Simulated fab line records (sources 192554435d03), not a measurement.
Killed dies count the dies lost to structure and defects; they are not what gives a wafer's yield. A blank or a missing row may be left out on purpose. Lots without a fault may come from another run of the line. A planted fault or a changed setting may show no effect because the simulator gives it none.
The tool behind it: which one?	flow n5 finfet	Sampling: 10 lots, 30 wafers, 5 of 1938 route steps

## WHAT THE GAUGES SHOWED, per wafer
N5_DUMMY_GATE_INSPECT_17: inspects for defects (brightfield).
lot	measured	on	raw defect count
L837	day 3 04:28	defect inspect-02	178 235 216
L838	day 3 10:26	defect inspect-02	303 150 231
L839	day 3 18:16	defect inspect-02	168 184 186
L844	day 5 00:44	defect inspect-01	200 229 205
L846	day 5 13:40	defect inspect-01	133 157 231
L850	day 6 11:32	defect inspect-01	137 177 178
L851	day 6 17:25	defect inspect-02	193 129 248
L854	day 7 10:00	defect inspect-02	163 137 177
L855	day 7 15:05	defect inspect-01	139 232 201
L857	day 8 04:50	defect inspect-01	216 232 175

N5_SD_EPI_N_CD_MEAS_09: target cd 120 nm.
lot	measured	on	cd nm (nm)
L837	day 3 06:40	cd sem-02	121.0 120.8 121.1
L838	day 3 12:33	cd sem-02	119.6 119.7 119.8
L839	day 3 20:35	cd sem-02	119.8 120.4 119.8
L844	day 5 03:34	cd sem-01	120.2 119.9 119.8
L846	day 5 15:58	cd sem-01	120.2 120.1 119.9
L850	day 6 13:48	cd sem-02	119.5 119.6 119.2
L851	day 6 19:37	cd sem-03	120.5 119.7 120.0
L854	day 7 12:04	cd sem-03	120.4 120.2 119.6
L855	day 7 17:23	cd sem-03	120.3 120.4 120.0
L857	day 8 07:02	cd sem-03	120.0 121.2 119.8

N5_BEOL_M4_RC_MEAS_101.
lot	measured	on	DIBL_N (mV/V)	DIBL_P (mV/V)	IOFF_N (nA/um)	IOFF_P (nA/um)	ION_N (uA/um)	ION_P (uA/um)	REXT_N (ohm.um)	SS_N (mV/dec)	SS_P (mV/dec)	VT_N (mV)	VT_P (mV)
L837	day 8 18:44	prober-01	35.9 35.3 34.9	36.2 35.8 36.1	0.177 0.163 0.159	0.208 0.198 0.204	682 679 676	458 459 464	73.4 73.6 74.3	71.3 71.8 70.8	73.9 73.7 73.1	246.9 248.9 248.7	-250.4 -251.5 -252.7
L838	day 8 20:23	prober-02	33.8 33.5 33.9	34.7 34.5 35.1	0.143 0.133 0.139	0.199 0.186 0.199	667 672 663	461 464 464	74.2 75.5 75.2	71.0 71.5 70.9	72.4 72.5 72.8	250.9 250.1 250.9	-250.0 -250.8 -250.2
L839	day 9 18:23	prober-02	36.5 35.0 36.1	37.3 36.3 37.1	0.167 0.150 0.163	0.198 0.182 0.197	677 679 680	461 452 462	77.4 77.9 77.8	70.8 71.0 71.5	74.3 73.0 73.2	249.8 252.0 248.3	-253.7 -254.3 -251.2
L844	day 10 22:23	prober-01	36.2 37.4 36.8	35.5 37.4 36.7	0.162 0.183 0.175	0.209 0.233 0.224	687 680 690	467 468 469	73.7 73.9 74.5	71.6 71.8 70.5	73.1 74.2 73.0	246.1 245.8 247.4	-248.9 -249.6 -248.3
L846	day 11 07:58	prober-02	38.2 37.6 36.9	38.8 37.3 36.6	0.225 0.206 0.182	0.247 0.217 0.209	690 678 682	467 458 458	72.6 72.2 72.8	71.5 71.8 71.3	74.1 73.2 72.6	242.7 244.2 246.1	-248.1 -253.5 -251.4
L850	day 12 07:56	prober-01	33.9 36.7 33.2	35.3 38.4 34.6	0.152 0.202 0.136	0.208 0.301 0.201	688 700 681	474 488 471	73.3 70.3 74.8	71.3 71.4 70.4	72.8 73.7 72.7	248.7 246.0 250.0	-248.8 -240.8 -249.4
L851	day 12 14:05	prober-02	40.2 39.0 36.4	37.0 36.7 33.5	0.184 0.163 0.121	0.211 0.193 0.149	697 689 669	470 463 452	67.0 71.7 72.3	71.6 71.4 71.3	73.0 73.7 72.6	247.0 248.7 252.4	-250.3 -253.3 -252.7
L854	day 13 14:14	prober-02	34.5 33.8 35.7	36.0 35.6 37.6	0.143 0.137 0.164	0.198 0.187 0.223	681 665 681	470 466 467	78.1 76.7 76.7	71.5 71.2 71.5	73.3 73.1 73.5	252.2 253.1 249.4	-248.9 -253.0 -251.9
L855	day 13 17:34	prober-01	36.5 35.8 36.4	36.4 35.8 36.3	0.174 0.162 0.172	0.228 0.218 0.228	688 681 677	471 469 468	74.9 75.7 74.6	71.9 72.0 71.1	72.9 72.9 72.5	246.3 248.6 245.5	-248.1 -249.2 -247.2
L857	day 14 01:35	prober-02	35.1 35.0 35.1	35.8 36.8 36.6	0.128 0.132 0.138	0.167 0.175 0.171	669 668 672	455 454 456	73.2 73.2 73.1	71.1 71.7 71.8	73.3 73.4 73.2	255.3 253.2 252.9	-254.2 -253.3 -257.5

## TOOL THAT RAN EACH LOT (tool first, then ch and the chambers of the sampled wafers, then the start)
lot	N5_DUMMY_GATE_ETCH_29	N5_SPACER0_ALD_00
L837	rie diel-03 ch 1,3, day 3 04:33	ald sin-03 ch 0,2,3, day 3 05:58
L838	rie diel-01 ch 0,2,3, day 3 10:32	ald sin-01 ch 0,1,2, day 3 11:52
L839	rie diel-06 ch 1,2, day 3 18:22	ald sin-03 ch 0,1,3, day 3 19:47
L844	rie diel-03 ch 0,2, day 5 00:50	ald sin-01 ch 0,2,3, day 5 02:45
L846	rie diel-01 ch 2,3, day 5 13:46	ald sin-02 ch 1,2, day 5 15:16
L850	rie diel-03 ch 2,3, day 6 11:37	ald sin-01 ch 1,2,3, day 6 12:58
L851	rie diel-03 ch 1,2,3, day 6 17:31	ald sin-01 ch 1,2, day 6 18:48
L854	rie diel-06 ch 0,2,3, day 7 10:06	ald sin-02 ch 0,2, day 7 11:22
L855	rie diel-03 ch 1,3, day 7 15:11	ald sin-02 ch 0,1,2, day 7 16:42
L857	rie diel-03 ch 0,2,3, day 8 04:56	ald sin-03 ch 0,3, day 8 06:20
- N5_DUMMY_GATE_ETCH_29: etches underlayer in N2/H2, target depth 13 nm.
- N5_SPACER0_ALD_00: deposits SiOCN, target thk 3.5 nm, pulse time 3 s, purge time 2 s.

## AS READ BY THE TOOLS THEMSELVES (means over the sampled wafers that have a number; for cases with no such wafer, the mark the record gives instead)
N5_DUMMY_GATE_ETCH_29.
lot	tool	drypump motor current A (A)	oes product au (a.u.)	rf vpp V (V)	showerhead plenum p Torr (Torr)	throttle valve pct (%)
L837	rie diel-03	5.39	0.78	519.8	2.41	17.70
L838	rie diel-01	5.48	0.81	523.0	2.53	17.87
L839	rie diel-06	5.95	0.72	526.5	2.64	17.93
L844	rie diel-03	5.39	0.75	523.6	2.54	18.09
L846	rie diel-01	5.69	0.75	523.8	2.51	17.94
L850	rie diel-03	5.58	0.72	523.7	2.53	18.25
L851	rie diel-03	5.41	0.75	522.3	2.47	18.02
L854	rie diel-06	5.50	0.81	523.5	2.56	17.77
L855	rie diel-03	5.37	0.75	520.1	2.40	17.75
L857	rie diel-03	5.53	0.73	522.6	2.53	18.08

N5_SPACER0_ALD_00.
lot	tool	heater power w (W)	precursor pulse height rel
L837	ald sin-03	909	0.997
L838	ald sin-01	816	1.005
L839	ald sin-03	820	0.996
L844	ald sin-01	770	1.004
L846	ald sin-02	918	1.008
L850	ald sin-01	828	0.986
L851	ald sin-01	819	0.998
L854	ald sin-02	891	0.999
L855	ald sin-02	877	0.998
L857	ald sin-03	935	0.996

## THE ANSWER, worked out from the rows above alone
Rule: usual is defined by the lots themselves. The widest of any qualifying gaps counts: lots, ordered by their means at a reading, are off when they make up no more than a third of the lots, leave a main group of 4 or more, and stand apart from it by 3 or more times the standard deviation of that group's means. The tables above print the reading to a certain number of digits; a main group whose means all agree to those digits is not used. Also off: a lot with no number at a reading for which 4 or more lots have one. All remaining lots with rows at the step are treated as sound. After the gauges, taken in route order, come the tools' own readings; for these a lot's mean is taken, as printed above. At the first step where some lot is off, the reading lying furthest off is the one used; lots without a number count as furthest.
None of the lots is off at any reading shown; this tells nothing.

## WHAT WAS PUT IN BY THE SIMULATOR
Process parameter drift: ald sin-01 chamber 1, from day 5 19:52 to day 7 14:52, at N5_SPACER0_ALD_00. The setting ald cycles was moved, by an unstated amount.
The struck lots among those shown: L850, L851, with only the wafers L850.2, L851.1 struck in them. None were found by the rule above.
